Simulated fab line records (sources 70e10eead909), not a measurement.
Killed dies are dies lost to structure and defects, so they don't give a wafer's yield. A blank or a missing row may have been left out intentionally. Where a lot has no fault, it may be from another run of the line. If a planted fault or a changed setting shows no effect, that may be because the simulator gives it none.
fab line records -- flow nandHarc
[record] lots = 14, wafers = 42, lastDay = 35
route steps=1302 shown A_M0@1166 A_M1@1185
lots that met no fault: taken from a fault-free run of the same line
startH: the number of hours between the record's first day and the start of the first shown wafer of the lot -- waitH: hours since the lot's step before -- " as in the row above -- L1.1+2: a row that stands for several wafers -- - no value, or no start given -- * or withheld: withheld -- < > ~ a bound
route shown NAME@n: NAME is a module with steps in the file, n the number in the route of the first one -- usual: average and standard deviation across the fault-free wafers -- same: alike in all rows -- chamber/n: place in a boat -- sites: each site's reading -- _std_site: how widely they spread, as a standard deviation -- _edge_site: mean of outer sites minus mean of inner sites -- radiusMm: for every site, how far away it sits from the centre of the wafer -- mask NAME#n: copy n -- behind: the last tool/chamber to shape the wafer -- hold: reason for holding the lot/hours on hold/outcome of the hold -- device: which transistor (n, p or np) failed to switch -- end of line: at the end of the route, the tests of the same wafers -- step lacking rows: just its recipe -- killed: at the first sort, the dies lost to defects and structure; wafer yield is something else -- map: the dies of a wafer, with x for killed, . for not killed, _ for no die there
set.NAME: the setting that was run; set.NAME@STEP: the one run at that earlier step -- model.NAME: the simulator's own value behind a step, which no gauge read
steps of the route over a sample of lots; a table a step, a row a wafer
services: from which hour (startH, from the record's first day; less than 0 if before it) a tool's chamber was out of use, for how many hours, and why
[[steps]]
[step NHARC_A_M0_INSPECT_27]
[usual] rawDefectCount = 527/120
lot.wafer,tool,chamber,startH,waitH,rawDefectCount
L407.2,defectInspect-02,-,530.00,0.0,401
L407.3,defectInspect-02,-,530.00,0.0,443
L407.6,defectInspect-02,-,530.00,0.0,556
L412.1,defectInspect-01,-,547.60,0.0,502
L412.2,defectInspect-01,-,547.60,0.0,431
L412.4,defectInspect-01,-,547.60,0.0,496
L410.3,defectInspect-01,-,550.17,0.0,431
L410.4,defectInspect-01,-,550.17,0.0,513
L410.6,defectInspect-01,-,550.17,0.0,444
L409.1,defectInspect-01,-,555.25,0.0,590
L409.3,defectInspect-01,-,555.25,0.0,923
L409.4,defectInspect-01,-,555.25,0.0,766
L411.1,defectInspect-02,-,555.71,0.0,524
L411.4,defectInspect-02,-,555.71,0.0,873
L411.6,defectInspect-02,-,555.71,0.0,555
L421.1,defectInspect-02,-,665.58,0.0,570
L421.4,defectInspect-02,-,665.58,0.0,605
L421.5,defectInspect-02,-,665.58,0.0,578
L423.1,defectInspect-01,-,685.38,0.0,623
L423.5,defectInspect-01,-,685.38,0.0,658
L423.6,defectInspect-01,-,685.38,0.0,540
L424.3,defectInspect-02,-,698.57,0.0,429
L424.4,defectInspect-02,-,698.57,0.0,410
L424.6,defectInspect-02,-,698.57,0.0,580
L425.1,defectInspect-02,-,708.03,0.0,510
L425.3,defectInspect-02,-,708.03,0.0,523
L425.6,defectInspect-02,-,708.03,0.0,424
L427.4,defectInspect-01,-,714.13,0.0,496
L427.5,defectInspect-01,-,714.13,0.0,364
L427.6,defectInspect-01,-,714.13,0.0,472
L426.3,defectInspect-02,-,715.82,0.0,669
L426.5,defectInspect-02,-,715.82,0.0,471
L426.6,defectInspect-02,-,715.82,0.0,684
L429.1,defectInspect-01,-,738.96,0.0,641
L429.2,defectInspect-01,-,738.96,0.0,746
L429.3,defectInspect-01,-,738.96,0.0,527
L428.1,defectInspect-01,-,766.31,0.0,442
L428.2,defectInspect-01,-,766.31,0.0,477
L428.5,defectInspect-01,-,766.31,0.0,652
L430.2,defectInspect-01,-,779.44,0.0,448
L430.3,defectInspect-01,-,779.44,0.0,455
L430.5,defectInspect-01,-,779.44,0.0,525
[step NHARC_A_M1_CD_MEAS_16]
[usual] cdNm = 119.9/0.59
lot.wafer,tool,chamber,startH,waitH,cdNm
L407.2,cdSem-01,-,531.89,-,120.5
L407.3,cdSem-01,-,531.89,-,120.4
L407.6,cdSem-01,-,531.89,-,120.0
L412.1,cdSem-02,-,549.35,-,119.9
L412.2,cdSem-02,-,549.35,-,120.1
L412.4,cdSem-02,-,549.35,-,119.4
L410.3,cdSem-03,-,552.06,-,120.1
L410.4,cdSem-03,-,552.06,-,119.9
L410.6,cdSem-03,-,552.06,-,120.2
L409.1,cdSem-02,-,557.15,-,120.0
L409.3,cdSem-02,-,557.15,-,120.5
L409.4,cdSem-02,-,557.15,-,119.9
L411.1,cdSem-02,-,557.58,-,119.6
L411.4,cdSem-02,-,557.58,-,120.5
L411.6,cdSem-02,-,557.58,-,120.4
L421.1,cdSem-01,-,667.74,-,120.7
L421.4,cdSem-01,-,667.74,-,118.8
L421.5,cdSem-01,-,667.74,-,120.3
L423.1,cdSem-03,-,687.26,-,120.1
L423.5,cdSem-03,-,687.26,-,119.6
L423.6,cdSem-03,-,687.26,-,119.4
L424.3,cdSem-02,-,700.53,-,119.2
L424.4,cdSem-02,-,700.53,-,119.7
L424.6,cdSem-02,-,700.53,-,119.9
L425.1,cdSem-03,-,709.79,-,119.6
L425.3,cdSem-03,-,709.79,-,119.3
L425.6,cdSem-03,-,709.79,-,120.1
L427.4,cdSem-01,-,715.90,-,120.7
L427.5,cdSem-01,-,715.90,-,119.9
L427.6,cdSem-01,-,715.90,-,119.6
L426.3,cdSem-01,-,717.81,-,119.9
L426.5,cdSem-01,-,717.81,-,119.8
L426.6,cdSem-01,-,717.81,-,120.4
L429.1,cdSem-03,-,740.85,-,120.4
L429.2,cdSem-03,-,740.85,-,121.1
L429.3,cdSem-03,-,740.85,-,120.2
L428.1,cdSem-02,-,768.19,-,119.5
L428.2,cdSem-02,-,768.19,-,119.7
L428.5,cdSem-02,-,768.19,-,119.0
L430.2,cdSem-02,-,781.34,-,119.0
L430.3,cdSem-02,-,781.34,-,118.8
L430.5,cdSem-02,-,781.34,-,119.2
[step NHARC_A_M1_PVD_20]
[recipe] targetThkA = 50, biasV = 168.6, powerW = 15000, chamberPressurePa = 0.12, timeS = 8.06, substrateTempC = 50, material = TaN
[usual] biasV = 168.7/1.6, cathodeDcPowerW = 15000/2.7, throttleValvePct = 30.1/1.3
lot.wafer,tool,chamber,startH,waitH,biasV,cathodeDcPowerW,throttleValvePct
L407.3,pvdSputter-01,-,532.72,-,170.6,15003,30.0
L407.2,pvdSputter-01,-,532.72,-,168.6,15002,30.2
L407.6,pvdSputter-01,-,532.72,-,172.6,15000,29.8
L412.2,pvdSputter-02,-,550.18,-,169.4,14998,29.5
L412.4,pvdSputter-02,-,550.18,-,169.6,14999,32.0
L412.1,pvdSputter-02,-,550.18,-,167.5,15001,28.5
L410.4,pvdSputter-01,-,552.91,-,168.7,15001,29.5
L410.3,pvdSputter-01,-,552.91,-,166.4,15001,30.2
L410.6,pvdSputter-01,-,552.91,-,168.0,15002,29.6
L409.1,pvdSputter-02,-,557.98,-,-,-,-
L409.4,pvdSputter-02,-,557.98,-,-,-,-
L409.3,pvdSputter-02,-,557.98,-,-,-,-
L411.4,pvdSputter-03,-,558.43,-,-,-,-
L411.1,pvdSputter-03,-,558.43,-,-,-,-
L411.6,pvdSputter-03,-,558.43,-,-,-,-
L421.4,pvdSputter-02,-,668.65,-,169.3,15001,28.7
L421.1,pvdSputter-02,-,668.65,-,168.5,14998,31.5
L421.5,pvdSputter-02,-,668.65,-,168.2,15002,29.0
L423.1,pvdSputter-01,-,688.09,-,167.9,14996,28.2
L423.6,pvdSputter-01,-,688.09,-,171.1,14995,28.4
L423.5,pvdSputter-01,-,688.09,-,169.4,15004,29.8
L424.4,pvdSputter-02,-,701.38,-,168.5,15000,30.0
L424.3,pvdSputter-02,-,701.38,-,166.1,15003,31.6
L424.6,pvdSputter-02,-,701.38,-,170.1,15004,31.9
L425.3,pvdSputter-02,-,710.61,-,167.7,15003,31.9
L425.1,pvdSputter-02,-,710.61,-,168.4,15000,31.6
L425.6,pvdSputter-02,-,710.61,-,165.5,14999,31.9
L427.4,pvdSputter-03,-,716.75,-,168.2,15004,32.0
L427.6,pvdSputter-03,-,716.75,-,168.7,15000,27.3
L427.5,pvdSputter-03,-,716.75,-,168.6,14996,32.3
L426.3,pvdSputter-02,-,718.63,-,168.4,15007,29.7
L426.5,pvdSputter-02,-,718.63,-,170.6,15001,30.2
L426.6,pvdSputter-02,-,718.63,-,165.2,15000,31.5
L429.3,pvdSputter-01,-,741.70,-,166.3,15000,30.0
L429.1,pvdSputter-01,-,741.70,-,166.6,15005,30.2
L429.2,pvdSputter-01,-,741.70,-,168.7,15003,29.7
L428.2,pvdSputter-03,-,769.03,-,167.4,14998,31.9
L428.1,pvdSputter-03,-,769.03,-,170.3,15002,27.8
L428.5,pvdSputter-03,-,769.03,-,166.0,15001,32.2
L430.2,pvdSputter-02,-,782.17,-,169.0,14999,29.7
L430.3,pvdSputter-02,-,782.17,-,169.9,14999,31.9
L430.5,pvdSputter-02,-,782.17,-,167.9,15001,29.8
[step NHARC_A_M1_ANNEAL_31]
[recipe] tempC = 225, timeS = 90
[usual] wafer_temp_C_max = 226.3/0.3
lot.wafer,tool,chamber,startH,waitH,wafer_temp_C_max
L407.2,rtpAnneal-01,0,533.40,0.3,225.9
L407.3,rtpAnneal-01,0,533.40,0.3,225.9
L407.6,rtpAnneal-01,0,533.40,0.3,226.0
L412.1,rtpAnneal-01,0,550.80,-,226.0
L412.2,rtpAnneal-01,0,550.80,-,226.5
L412.4,rtpAnneal-01,0,550.80,-,226.0
L410.3,rtpAnneal-01,0,553.61,-,225.9
L410.4,rtpAnneal-01,0,553.61,-,225.8
L410.6,rtpAnneal-01,0,553.61,-,225.9
L409.1,rtpAnneal-02,0,558.63,-,226.5
L409.3,rtpAnneal-02,0,558.63,-,226.6
L409.4,rtpAnneal-02,0,558.63,-,226.8
L411.1,rtpAnneal-01,0,559.04,0.3,226.8
L411.4,rtpAnneal-01,0,559.04,0.3,226.2
L411.6,rtpAnneal-01,0,559.04,0.3,226.6
L421.1,rtpAnneal-02,0,669.26,0.3,226.7
L421.4,rtpAnneal-02,0,669.26,0.3,226.5
L421.5,rtpAnneal-02,0,669.26,0.3,226.2
L423.1,rtpAnneal-01,0,688.72,0.3,226.2
L423.5,rtpAnneal-01,0,688.72,0.3,225.9
L423.6,rtpAnneal-01,0,688.72,0.3,226.4
L424.3,rtpAnneal-01,0,702.08,0.3,225.7
L424.4,rtpAnneal-01,0,702.08,0.3,226.0
L424.6,rtpAnneal-01,0,702.08,0.3,226.2
L425.1,rtpAnneal-02,0,711.24,0.3,226.2
L425.3,rtpAnneal-02,0,711.24,0.3,226.4
L425.6,rtpAnneal-02,0,711.24,0.3,226.3
L427.4,rtpAnneal-01,0,717.53,0.3,226.3
L427.5,rtpAnneal-01,0,717.53,0.3,226.1
L427.6,rtpAnneal-01,0,717.53,0.3,226.2
L426.3,rtpAnneal-01,0,719.36,0.3,226.1
L426.5,rtpAnneal-01,0,719.36,0.3,226.4
L426.6,rtpAnneal-01,0,719.36,0.3,225.9
L429.1,rtpAnneal-02,0,742.31,0.3,226.1
L429.2,rtpAnneal-02,0,742.31,0.3,226.0
L429.3,rtpAnneal-02,0,742.31,0.3,226.0
L428.1,rtpAnneal-02,0,769.64,-,226.5
L428.2,rtpAnneal-02,0,769.64,-,226.5
L428.5,rtpAnneal-02,0,769.64,-,226.1
L430.2,rtpAnneal-01,0,782.84,-,226.1
L430.3,rtpAnneal-01,0,782.84,-,225.9
L430.5,rtpAnneal-01,0,782.84,-,225.9
[[services]]
tool,chamber,startH,hours,kind
pvdSputter-03,-,526.06,10.0,pm
pvdSputter-02,-,544.66,4.3,repair
pvdSputter-01,-,582.04,10.0,pm
pvdSputter-02,-,638.06,10.0,pm
pvdSputter-01,-,638.48,5.0,repair
pvdSputter-01,-,672.18,4.0,repair
pvdSputter-03,-,675.07,9.9,repair
pvdSputter-03,-,704.06,10.0,pm
pvdSputter-02,-,713.26,3.9,repair
rtpAnneal-02,-,744.00,12.0,pm
pvdSputter-01,-,760.04,10.0,pm
[[key]]
[firstSign] step = NHARC_A_M1_PVD_20, reading = toolRecord, direction = missing
effect none on later readings
metAt NHARC_A_M1_PVD_20
struckLots L409,L411
laterRowsLeftOut L409.1,L409.3,L409.4,L411.1,L411.4,L411.6
sortLeftOut L409.1,L409.3,L409.4,L411.1,L411.4,L411.6
notActingAt NHARC_A_M0_INSPECT_27,NHARC_A_M1_CD_MEAS_16,NHARC_A_M1_ANNEAL_31
onsetBetween 550.18 557.98
[fault] kind = skippedStepWhole, tool = pvdSputter-02,pvdSputter-03, chamber = -, onsetH = 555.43, steps = NHARC_A_M1_PVD_20, scope = struckLotsOnly
// sortLeftOut: the simulated sort isn't trusted on such a fault, so these wafers' sort isn't shown, and their yield isn't known
// laterRowsLeftOut: the simulator's readings of these wafers behind a module that went badly wrong aren't trusted and aren't shown, but for the sort
